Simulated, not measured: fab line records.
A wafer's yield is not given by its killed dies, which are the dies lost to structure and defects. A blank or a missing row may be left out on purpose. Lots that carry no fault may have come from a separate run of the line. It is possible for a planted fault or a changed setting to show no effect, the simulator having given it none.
fab line records ; flow n5Finfet ; part 1 of 2: steps 1 to 4 of 6
record lots=24; wafers=72; lastDay=19
route steps=1938 shown BEOL_M0_SAQP@665 BEOL_M0_CUTY@710 BEOL_M0@720 BEOL_M1@770
lots with no fault: from the same line, run without faults
startH: the number of hours between the record's first day and the start of the first shown wafer of the lot ; waitH: hours elapsed since this lot's preceding step ; " as in the row above ; L1.1+2: several wafers, shown together as one row ; - no value, or no start was given ; * or withheld: withheld ; < > ~ a bound
route shown NAME@n: NAME is a module with steps in the file, n the number in the route of the first one ; usual: mean/standard deviation of fault-free wafers ; same: alike in all rows ; chamber/n: place in a boat ; sites: the reading at each site ; _std_site: how widely they spread, as a standard deviation ; _edge_site: inner sites' mean taken away from outer sites' mean ; radiusMm: for every site, how far away it sits from the centre of the wafer ; mask NAME#n: copy n ; behind: the tool/chamber that last shaped the wafer ; hold: why the lot went on hold/how many hours it stayed there/how the hold came to an end ; device: whichever transistor did not switch (one of n, p or np) ; end of line: the same wafers' tests at the end of the route ; a step with no rows: only its recipe ; killed: count of dies lost to structure and defects at first sort (not the wafer's yield) ; map: per-die view of a wafer (x killed, . not killed, _ where there is no die)
set.NAME: setting as actually run; set.NAME@STEP: the setting as run at that earlier step ; model.NAME: the simulator's own value behind a step, which no gauge read
one table for each step of the route and one row for each wafer, over a sample of lots
services: the hour from which a tool's chamber was out of use, counted from the record's first day as startH (under 0 if before that day), plus the number of hours and why
## steps
# step N5_BEOL_M0_SAQP_MANDREL1_REMOVE_100
# recipe chemistry=HBr/Cl2/O2; btTimeS=10; target=a-Si; stopOn=SiNx; endpoint=OES-SiCl; overEtchFrac=0.85; icpW=600; biasW=30; HBr_flow_sccm=150; Cl2_flow_sccm=80; O2_flow_sccm=5; pressureMtorr=10
# usual drypumpMotorCurrentA=6.1/0.33; mfcCl2Sccm=80.03/0.25; oesProductAu=1.007/0.02; rfFwdPowerW=597.0/2.1; throttleValvePct=36.61/0.27
lot.wafer;tool;chamber;startH;waitH;drypumpMotorCurrentA;mfcCl2Sccm;oesProductAu;rfFwdPowerW;rfHoursCounterH;throttleValvePct
L074.1;rieSi-06;3;113.15;0.1;5.9;79.87;0.963;594.1;120;36.99
L074.4;rieSi-06;2;113.15;0.1;5.5;79.90;1.007;593.2;11;36.59
L074.6;rieSi-06;2;113.15;0.1;5.5;79.66;1.012;594.1;-;36.60
L075.2;rieSi-04;3;116.51;0.1;6.6;79.83;0.996;596.5;30;36.81
L075.4;rieSi-04;1;116.51;0.1;6.1;80.11;1.006;597.5;49;36.94
L075.5;rieSi-04;2;116.51;0.1;5.5;80.07;1.028;597.0;-;36.77
L077.1;rieSi-04;3;124.56;0.1;6.6;80.06;0.973;598.4;30;36.81
L077.2;rieSi-04;2;124.56;0.1;5.4;79.65;1.029;595.6;170;36.78
L077.4;rieSi-04;0;124.56;0.1;6.3;80.27;1.006;595.9;106;36.41
L078.1;rieSi-04;2;136.68;0.1;5.5;80.24;1.036;596.8;171;36.77
L078.2;rieSi-04;0;136.68;0.1;6.2;80.39;1.013;597.6;106;36.39
L078.4;rieSi-04;3;136.68;0.1;6.6;80.11;0.982;598.6;30;36.80
L079.1;rieSi-01;2;141.49;0.1;6.3;80.41;1.042;599.9;26;36.58
L079.4;rieSi-01;3;141.49;0.1;5.6;79.85;0.981;598.1;79;36.48
L079.6;rieSi-01;2;141.49;0.1;6.3;80.41;1.034;598.9;-;36.58
L080.2;rieSi-01;1;144.40;0.1;6.3;80.32;1.012;594.5;59;36.90
L080.3;rieSi-01;0;144.40;0.1;6.1;79.87;1.030;593.7;61;36.28
L080.4;rieSi-01;2;144.40;0.1;6.3;79.99;1.037;600.9;26;36.59
L081.3;rieSi-01;2;152.04;0.1;6.3;79.98;1.033;599.9;26;36.57
L081.4;rieSi-01;3;152.04;0.1;5.6;79.58;0.968;597.9;79;36.48
L081.6;rieSi-01;1;152.04;0.1;6.2;79.82;1.021;598.5;-;36.90
L082.3;rieSi-01;2;158.94;0.1;6.3;79.92;1.028;594.3;26;36.59
L082.4;rieSi-01;3;158.94;0.1;5.6;79.52;0.960;599.6;79;36.47
L082.6;rieSi-01;1;158.94;0.1;6.2;79.80;1.004;597.3;-;36.91
L083.2;rieSi-04;1;162.75;0.1;6.1;80.31;1.015;597.5;50;36.92
L083.5;rieSi-04;3;162.75;0.1;6.6;80.00;0.997;598.3;-;36.81
L083.6;rieSi-04;0;162.75;0.1;6.2;80.03;1.005;598.9;-;36.40
L084.1;rieSi-04;1;172.00;0.1;6.1;79.93;1.015;595.3;50;36.95
L084.3;rieSi-04;2;172.00;0.1;5.5;79.73;1.012;593.5;171;36.79
L084.5;rieSi-04;0;172.00;0.1;6.3;80.01;0.994;594.3;-;36.37
L085.2;rieSi-06;0;177.29;0.1;6.3;80.20;1.011;596.6;46;35.97
L085.4;rieSi-06;3;177.29;0.1;5.9;80.21;0.957;592.3;121;36.98
L085.6;rieSi-06;1;177.29;0.1;6.0;80.10;1.000;596.3;-;36.49
L086.1;rieSi-01;0;179.63;0.1;6.1;79.83;1.029;598.3;61;36.28
L086.2;rieSi-01;1;179.63;0.1;6.3;79.83;1.013;596.0;60;36.90
L086.3;rieSi-01;3;179.63;0.1;5.6;80.07;0.984;599.6;79;36.47
L087.1;rieSi-06;2;184.92;0.1;5.5;79.75;1.003;594.0;12;36.59
L087.2;rieSi-06;3;184.92;0.1;5.9;80.26;0.976;596.4;121;36.98
L087.5;rieSi-06;0;184.92;0.1;6.4;80.00;1.018;598.4;-;35.96
L088.1;rieSi-06;1;190.45;0.1;6.0;80.12;0.991;600.7;71;36.48
L088.4;rieSi-06;0;190.45;0.1;6.3;80.11;1.019;596.0;46;35.96
L088.5;rieSi-06;1;190.45;0.1;6.0;80.52;1.007;600.3;-;36.48
L089.1;rieSi-04;2;195.60;0.1;5.5;80.08;1.028;598.4;172;36.77
L089.4;rieSi-04;3;195.60;0.1;6.6;80.21;0.989;597.0;31;36.81
L089.6;rieSi-04;0;195.60;0.1;6.3;80.45;1.011;598.0;-;36.39
L090.1;rieSi-04;3;205.16;0.1;6.6;80.30;0.986;595.7;32;36.81
L090.5;rieSi-04;3;205.16;0.1;6.6;79.63;0.985;596.6;-;36.80
L090.6;rieSi-04;0;205.16;0.1;6.2;80.54;0.990;596.4;-;36.40
L091.1;rieSi-01;0;209.78;0.1;6.1;80.18;1.034;600.3;62;36.27
L091.2;rieSi-01;3;209.78;0.1;5.6;79.87;0.968;600.2;80;36.48
L091.4;rieSi-01;1;209.78;0.1;6.3;79.53;1.024;597.3;60;36.89
L092.2;rieSi-01;2;217.16;0.1;6.3;79.52;1.028;598.1;27;36.58
L092.4;rieSi-01;1;217.16;0.1;6.3;80.38;1.012;594.7;60;36.91
L092.5;rieSi-01;2;217.16;0.1;6.3;80.02;1.025;596.2;-;36.59
L093.2;rieSi-06;2;226.61;0.1;5.5;80.33;1.013;593.9;13;36.59
L093.4;rieSi-06;1;226.61;0.1;6.0;80.40;1.002;595.0;71;36.49
L093.6;rieSi-06;2;226.61;0.1;5.5;80.25;1.017;593.0;-;36.59
L076.2;rieSi-04;3;229.71;0.1;6.6;79.68;0.990;600.2;32;36.80
L076.3;rieSi-04;0;229.71;0.1;6.2;80.09;1.002;597.0;108;36.39
L076.5;rieSi-04;1;229.71;0.1;6.0;79.83;1.007;593.9;-;36.94
L094.4;rieSi-04;1;233.85;0.1;6.1;80.18;1.002;599.5;51;36.92
L094.5;rieSi-04;1;233.85;0.1;6.1;80.15;1.011;595.7;-;36.94
L094.6;rieSi-04;0;233.85;0.1;6.1;79.92;0.991;593.8;-;36.40
L095.1;rieSi-01;2;242.50;0.1;6.3;80.18;1.015;599.9;28;36.56
L095.3;rieSi-01;0;242.50;0.1;6.1;80.42;1.019;597.0;62;36.28
L095.6;rieSi-01;3;242.50;0.1;5.6;80.41;0.964;598.2;-;36.48
L097.1;rieSi-01;3;246.65;0.1;5.6;80.07;0.972;596.3;81;36.47
L097.3;rieSi-01;2;246.65;0.1;6.3;80.01;1.029;599.0;28;36.59
L097.6;rieSi-01;0;246.65;0.1;6.1;80.07;1.015;601.1;-;36.27
L096.1;rieSi-01;3;251.23;0.1;5.6;79.85;0.965;598.7;81;36.47
L096.3;rieSi-01;2;251.23;0.1;6.3;80.18;1.036;595.1;28;36.56
L096.4;rieSi-01;1;251.23;0.1;6.2;80.16;1.015;600.0;61;36.91
# step N5_BEOL_M0_SAQP_RECESS_104
# recipe chemistry=HF/NH3; target=SiO2; targetDepthA=180; afsCycles=3; tempC=30; sublimationTempC=180; sublimationTimeS=60
# usual drypumpMotorCurrentA=5.8/0.55
lot.wafer;tool;chamber;startH;waitH;drypumpMotorCurrentA
L074.1;vaporEtch-01;0;113.51;0.1;6.4
L074.4;vaporEtch-01;1;113.51;0.1;5.7
L074.6;vaporEtch-01;1;113.51;0.1;5.7
L075.2;vaporEtch-02;0;116.89;0.1;5.2
L075.4;vaporEtch-02;1;116.89;0.1;5.0
L075.5;vaporEtch-02;0;116.89;0.1;5.2
L077.1;vaporEtch-01;0;124.93;0.1;6.4
L077.2;vaporEtch-01;1;124.93;0.1;5.7
L077.4;vaporEtch-01;1;124.93;0.1;5.7
L078.1;vaporEtch-02;0;137.05;0.1;5.2
L078.2;vaporEtch-02;1;137.05;0.1;5.0
L078.4;vaporEtch-02;0;137.05;0.1;5.2
L079.1;vaporEtch-02;1;141.86;0.1;5.0
L079.4;vaporEtch-02;0;141.86;0.1;5.2
L079.6;vaporEtch-02;0;141.86;0.1;5.2
L080.2;vaporEtch-01;1;144.77;0.1;5.7
L080.3;vaporEtch-01;0;144.77;0.1;6.5
L080.4;vaporEtch-01;1;144.77;0.1;5.7
L081.3;vaporEtch-01;1;152.53;0.2;5.7
L081.4;vaporEtch-01;0;152.53;0.2;6.4
L081.6;vaporEtch-01;0;152.53;0.2;6.5
L082.3;vaporEtch-01;1;159.43;0.2;5.7
L082.4;vaporEtch-01;0;159.43;0.2;6.5
L082.6;vaporEtch-01;0;159.43;0.2;6.5
L083.2;vaporEtch-01;1;163.11;0.1;5.7
L083.5;vaporEtch-01;0;163.11;0.1;6.4
L083.6;vaporEtch-01;1;163.11;0.1;5.7
L084.1;vaporEtch-02;0;172.41;0.1;5.2
L084.3;vaporEtch-02;1;172.41;0.1;5.1
L084.5;vaporEtch-02;0;172.41;0.1;5.2
L085.2;vaporEtch-01;1;177.66;0.1;5.7
L085.4;vaporEtch-01;1;177.66;0.1;5.7
L085.6;vaporEtch-01;0;177.66;0.1;6.5
L086.1;vaporEtch-01;0;180.00;0.1;6.5
L086.2;vaporEtch-01;1;180.00;0.1;5.7
L086.3;vaporEtch-01;0;180.00;0.1;6.4
L087.1;vaporEtch-01;1;185.43;0.2;5.7
L087.2;vaporEtch-01;0;185.43;0.2;6.4
L087.5;vaporEtch-01;0;185.43;0.2;6.4
L088.1;vaporEtch-01;1;190.82;0.1;5.7
L088.4;vaporEtch-01;0;190.82;0.1;6.5
L088.5;vaporEtch-01;1;190.82;0.1;5.7
L089.1;vaporEtch-01;1;195.97;0.1;5.7
L089.4;vaporEtch-01;0;195.97;0.1;6.5
L089.6;vaporEtch-01;0;195.97;0.1;6.5
L090.1;vaporEtch-01;0;205.61;0.1;6.5
L090.5;vaporEtch-01;1;205.61;0.1;5.7
L090.6;vaporEtch-01;0;205.61;0.1;6.5
L091.1;vaporEtch-02;1;210.14;0.1;5.0
L091.2;vaporEtch-02;0;210.14;0.1;5.2
L091.4;vaporEtch-02;1;210.14;0.1;5.0
L092.2;vaporEtch-02;1;217.53;0.1;5.0
L092.4;vaporEtch-02;1;217.53;0.1;5.0
L092.5;vaporEtch-02;0;217.53;0.1;5.2
L093.2;vaporEtch-01;0;226.97;0.1;6.5
L093.4;vaporEtch-01;1;226.97;0.1;5.7
L093.6;vaporEtch-01;0;226.97;0.1;6.5
L076.2;vaporEtch-02;0;230.08;0.1;5.2
L076.3;vaporEtch-02;0;230.08;0.1;5.2
L076.5;vaporEtch-02;1;230.08;0.1;5.1
L094.4;vaporEtch-01;1;234.33;0.2;5.7
L094.5;vaporEtch-01;1;234.33;0.2;5.7
L094.6;vaporEtch-01;0;234.33;0.2;6.5
L095.1;vaporEtch-01;1;242.87;0.1;5.7
L095.3;vaporEtch-01;0;242.87;0.1;6.4
L095.6;vaporEtch-01;1;242.87;0.1;5.7
L097.1;vaporEtch-02;1;247.02;0.1;5.0
L097.3;vaporEtch-02;1;247.02;0.1;5.0
L097.6;vaporEtch-02;1;247.02;0.1;5.0
L096.1;vaporEtch-01;1;251.65;0.1;5.7
L096.3;vaporEtch-01;1;251.65;0.1;5.7
L096.4;vaporEtch-01;0;251.65;0.1;6.5
# step N5_BEOL_M0_CUTY_INSPECT_59
# recipe mode=adi; inspectInstrument=macro
# usual rawDefectCount=2.1/1.5
lot.wafer;tool;chamber;startH;waitH;rawDefectCount
L074.1;defectInspect-02;-;117.05;0.0;2
L074.4;defectInspect-02;-;117.05;0.0;4
L074.6;defectInspect-02;-;117.05;0.0;3
L075.2;defectInspect-01;-;120.57;0.0;0
L075.4;defectInspect-01;-;120.57;0.0;1
L075.5;defectInspect-01;-;120.57;0.0;2
L077.1;defectInspect-01;-;128.46;0.0;1
L077.2;defectInspect-01;-;128.46;0.0;3
L077.4;defectInspect-01;-;128.46;0.0;2
L078.1;defectInspect-01;-;141.43;0.0;4
L078.2;defectInspect-01;-;141.43;0.0;0
L078.4;defectInspect-01;-;141.43;0.0;2
L079.1;defectInspect-02;-;145.38;0.0;2
L079.4;defectInspect-02;-;145.38;0.0;2
L079.6;defectInspect-02;-;145.38;0.0;2
L080.2;defectInspect-01;-;149.26;0.0;2
L080.3;defectInspect-01;-;149.26;0.0;1
L080.4;defectInspect-01;-;149.26;0.0;1
L081.3;defectInspect-01;-;155.75;0.0;1
L081.4;defectInspect-01;-;155.75;0.0;2
L081.6;defectInspect-01;-;155.75;0.0;2
L082.3;defectInspect-01;-;162.92;0.0;3
L082.4;defectInspect-01;-;162.92;0.0;0
L082.6;defectInspect-01;-;162.92;0.0;2
L083.2;defectInspect-01;-;167.81;0.0;3
L083.5;defectInspect-01;-;167.81;0.0;2
L083.6;defectInspect-01;-;167.81;0.0;3
L084.1;defectInspect-01;-;175.82;0.0;4
L084.3;defectInspect-01;-;175.82;0.0;1
L084.5;defectInspect-01;-;175.82;0.0;0
L085.2;defectInspect-02;-;182.00;0.0;1
L085.4;defectInspect-02;-;182.00;0.0;5
L085.6;defectInspect-02;-;182.00;0.0;7
L086.1;defectInspect-01;-;184.83;0.0;2
L086.2;defectInspect-01;-;184.83;0.0;2
L086.3;defectInspect-01;-;184.83;0.0;3
L087.1;defectInspect-01;-;189.75;0.0;0
L087.2;defectInspect-01;-;189.75;0.0;0
L087.5;defectInspect-01;-;189.75;0.0;2
L088.1;defectInspect-02;-;194.38;0.0;1
L088.4;defectInspect-02;-;194.38;0.0;1
L088.5;defectInspect-02;-;194.38;0.0;1
L089.1;defectInspect-01;-;199.62;0.0;2
L089.4;defectInspect-01;-;199.62;0.0;2
L089.6;defectInspect-01;-;199.62;0.0;7
L090.1;defectInspect-01;-;209.42;0.0;1
L090.5;defectInspect-01;-;209.42;0.0;2
L090.6;defectInspect-01;-;209.42;0.0;4
L091.1;defectInspect-02;-;213.60;0.0;1
L091.2;defectInspect-02;-;213.60;0.0;1
L091.4;defectInspect-02;-;213.60;0.0;3
L092.2;defectInspect-01;-;221.01;0.0;2
L092.4;defectInspect-01;-;221.01;0.0;0
L092.5;defectInspect-01;-;221.01;0.0;2
L093.2;defectInspect-02;-;230.26;0.0;3
L093.4;defectInspect-02;-;230.26;0.0;6
L093.6;defectInspect-02;-;230.26;0.0;3
L076.2;defectInspect-01;-;233.53;0.0;3
L076.3;defectInspect-01;-;233.53;0.0;2
L076.5;defectInspect-01;-;233.53;0.0;2
L094.4;defectInspect-01;-;237.63;0.0;2
L094.5;defectInspect-01;-;237.63;0.0;1
L094.6;defectInspect-01;-;237.63;0.0;3
L095.1;defectInspect-01;-;246.67;0.0;0
L095.3;defectInspect-01;-;246.67;0.0;2
L095.6;defectInspect-01;-;246.67;0.0;3
L097.1;defectInspect-02;-;250.58;0.0;0
L097.3;defectInspect-02;-;250.58;0.0;0
L097.6;defectInspect-02;-;250.58;0.0;0
L096.1;defectInspect-02;-;255.09;0.0;2
L096.3;defectInspect-02;-;255.09;0.0;0
L096.4;defectInspect-02;-;255.09;0.0;2
# step N5_BEOL_M0_ETCH_128
# recipe chemistry=CF4/N2; targetDepthA=120; overetchA=51; target=SiCN; timeS=21.4; ionEnergyEv=150; pressureMtorr=40; sourceW=430; biasW=70; Ar_flow_sccm=100; cf4FlowSccm=60; n2FlowSccm=60
# usual drypumpMotorCurrentA=5.6/0.35; oesProductAu=0.53/0.045; rfFwdPowerW=426.1/1.6; rfVppV=383.0/1.4; showerheadPlenumPTorr=2.23/0.054; throttleValvePct=15.51/0.27
lot.wafer;tool;chamber;startH;waitH;drypumpMotorCurrentA;oesProductAu;rfFwdPowerW;rfHoursCounterH;rfVppV;showerheadPlenumPTorr;throttleValvePct
L074.1;rieDiel-03;0;127.04;0.0;5.3;0.47;428.2;230;382.9;2.26;15.86
L074.4;rieDiel-03;1;127.04;0.0;5.8;0.56;423.8;98;381.2;2.22;15.29
L074.6;rieDiel-03;3;127.04;0.0;5.1;0.51;424.6;-;381.9;2.22;15.46
L075.2;rieDiel-03;3;127.15;0.1;5.1;0.50;425.0;144;382.1;2.22;15.46
L075.4;rieDiel-03;1;127.15;0.1;5.7;0.54;424.0;98;383.2;2.23;15.30
L075.5;rieDiel-03;0;127.15;0.1;5.3;0.47;426.7;-;383.7;2.26;15.85
L077.1;rieDiel-03;0;130.15;0.0;5.3;0.48;427.8;231;383.6;2.26;15.88
L077.2;rieDiel-03;1;130.15;0.0;5.8;0.54;424.0;99;384.0;2.22;15.31
L077.4;rieDiel-03;2;130.15;0.0;6.3;0.52;425.0;185;381.7;2.18;15.50
L078.1;rieDiel-01;0;142.95;0.0;5.7;0.60;426.8;45;387.0;2.33;15.02
L078.2;rieDiel-01;3;142.95;0.0;5.5;0.62;427.9;27;381.5;2.17;15.03
L078.4;rieDiel-01;1;142.95;0.0;5.5;0.54;425.7;162;384.4;2.30;15.62
L079.1;rieDiel-01;2;147.07;0.6;5.7;0.47;425.7;220;383.3;2.27;15.81
L079.4;rieDiel-01;0;147.07;0.6;5.7;0.61;429.2;47;385.7;2.33;15.02
L079.6;rieDiel-01;0;147.07;0.6;5.7;0.60;427.4;-;385.1;2.33;15.02
L080.2;rieDiel-06;1;150.77;0.0;5.6;0.50;426.6;219;382.8;2.26;15.80
L080.3;rieDiel-06;3;150.77;0.0;5.2;0.51;426.4;171;383.3;2.30;15.88
L080.4;rieDiel-06;3;150.77;0.0;5.1;0.51;426.0;-;384.8;2.30;15.89
L081.3;rieDiel-03;2;156.87;0.0;6.3;0.51;425.6;196;382.1;2.18;15.51
L081.4;rieDiel-03;0;156.87;0.0;5.3;0.47;427.0;240;384.0;2.26;15.88
L081.6;rieDiel-03;2;156.87;0.0;6.3;0.50;425.1;-;382.7;2.18;15.51
L082.3;rieDiel-06;1;164.70;0.0;5.6;0.48;424.1;223;383.7;2.26;15.83
L082.4;rieDiel-06;3;164.70;0.0;5.1;0.49;426.3;176;383.6;2.30;15.89
L082.6;rieDiel-06;3;164.70;0.0;5.1;0.49;426.0;-;384.1;2.30;15.88
L083.2;rieDiel-01;2;169.95;0.0;5.6;0.48;428.3;228;385.3;2.27;15.81
L083.5;rieDiel-01;1;169.95;0.0;5.5;0.53;425.9;-;383.9;2.30;15.65
L083.6;rieDiel-01;2;169.95;0.0;5.7;0.48;426.7;-;385.0;2.27;15.80
L084.1;rieDiel-01;3;179.21;0.1;5.5;0.59;428.4;39;381.1;2.17;15.07
L084.3;rieDiel-01;0;179.21;0.1;5.7;0.58;428.6;58;384.3;2.33;15.03
L084.5;rieDiel-01;1;179.21;0.1;5.5;0.52;426.4;-;384.2;2.30;15.66
L085.2;rieDiel-06;0;184.51;0.0;5.9;0.56;424.3;77;380.9;2.14;15.20
L085.4;rieDiel-06;3;184.51;0.0;5.1;0.50;428.5;182;383.8;2.30;15.90
L085.6;rieDiel-06;0;184.51;0.0;5.9;0.57;424.0;-;380.5;2.14;15.22
L086.1;rieDiel-03;0;187.61;0.3;5.3;0.47;423.9;248;383.6;2.26;15.91
L086.2;rieDiel-03;2;187.61;0.3;6.3;0.50;425.7;207;382.9;2.18;15.55
L086.3;rieDiel-03;3;187.61;0.3;5.1;0.50;426.5;165;383.0;2.21;15.49
L087.1;rieDiel-06;0;190.87;0.0;5.9;0.56;425.3;79;380.9;2.14;15.22
L087.2;rieDiel-06;3;190.87;0.0;5.1;0.48;425.9;184;384.1;2.30;15.90
L087.5;rieDiel-06;3;190.87;0.0;5.1;0.48;427.0;-;384.4;2.30;15.91
L088.1;rieDiel-06;0;196.02;0.0;5.9;0.55;424.7;80;380.2;2.14;15.22
L088.4;rieDiel-06;1;196.02;0.0;5.6;0.49;425.0;233;382.9;2.25;15.83
L088.5;rieDiel-06;3;196.02;0.0;5.1;0.49;425.5;-;383.8;2.30;15.90
L089.1;rieDiel-03;1;201.15;0.2;5.8;0.53;426.5;125;381.9;2.22;15.35
L089.4;rieDiel-03;3;201.15;0.2;5.1;0.50;423.8;-;381.5;2.21;15.50
L089.6;rieDiel-03;1;201.15;0.2;5.8;0.53;425.1;-;382.4;2.22;15.35
L090.1;rieDiel-01;2;210.96;0.0;5.7;0.48;427.8;242;383.8;2.26;15.86
L090.5;rieDiel-01;2;210.96;0.0;5.7;0.48;427.0;-;383.9;2.27;15.85
L090.6;rieDiel-01;3;210.96;0.0;5.5;0.60;426.7;-;382.1;2.16;15.09
L091.1;rieDiel-03;3;214.66;0.4;5.1;0.49;425.3;176;382.8;2.20;15.53
L091.2;rieDiel-03;0;214.66;0.4;5.3;0.64;426.3;4;383.7;2.26;15.40
L091.4;rieDiel-03;1;214.66;0.4;5.8;0.53;422.0;130;384.0;2.21;15.35
L092.2;rieDiel-03;3;223.03;0.0;5.1;0.49;427.5;178;382.1;2.20;15.52
L092.4;rieDiel-03;1;223.03;0.0;5.8;0.53;425.7;133;381.4;2.21;15.37
L092.5;rieDiel-03;3;223.03;0.0;5.2;0.50;425.0;-;381.8;2.20;15.51
L093.2;rieDiel-01;0;231.05;0.1;5.7;0.57;428.6;76;385.2;2.32;15.07
L093.4;rieDiel-01;2;231.05;0.1;5.6;0.47;427.6;249;383.7;2.26;15.87
L093.6;rieDiel-01;1;231.05;0.1;5.5;0.51;424.8;-;385.2;2.29;15.69
L076.2;rieDiel-03;1;237.56;0.0;5.8;0.52;425.4;139;383.8;2.21;15.38
L076.3;rieDiel-03;0;237.56;0.0;5.3;0.62;426.4;13;382.4;2.25;15.43
L076.5;rieDiel-03;3;237.56;0.0;5.1;0.49;426.2;-;383.0;2.20;15.53
L094.4;rieDiel-03;2;242.07;1.4;6.3;0.49;426.7;228;380.6;2.17;15.56
L094.5;rieDiel-03;2;242.07;1.4;6.3;0.48;426.6;-;383.0;2.17;15.57
L094.6;rieDiel-03;3;242.07;1.4;5.1;0.50;424.9;-;382.4;2.20;15.54
L095.1;rieDiel-06;3;247.81;0.0;5.1;0.49;426.1;199;385.7;2.29;15.92
L095.3;rieDiel-06;1;247.81;0.0;5.6;0.48;425.3;246;382.9;2.25;15.86
L095.6;rieDiel-06;3;247.81;0.0;5.1;0.49;424.8;-;383.2;2.29;15.94
L097.1;rieDiel-03;3;263.40;0.0;5.1;0.48;425.0;193;382.8;2.20;15.56
L097.3;rieDiel-03;1;263.40;0.0;5.8;0.51;423.5;148;381.3;2.21;15.39
L097.6;rieDiel-03;0;263.40;0.0;5.3;0.61;427.0;-;383.1;2.25;15.44
L096.1;rieDiel-01;2;263.74;0.1;5.7;0.65;428.7;1;383.3;2.26;15.32
L096.3;rieDiel-01;0;263.74;0.1;5.7;0.55;425.0;92;383.9;2.31;15.09
L096.4;rieDiel-01;1;263.74;0.1;5.5;0.49;426.0;210;385.1;2.28;15.72
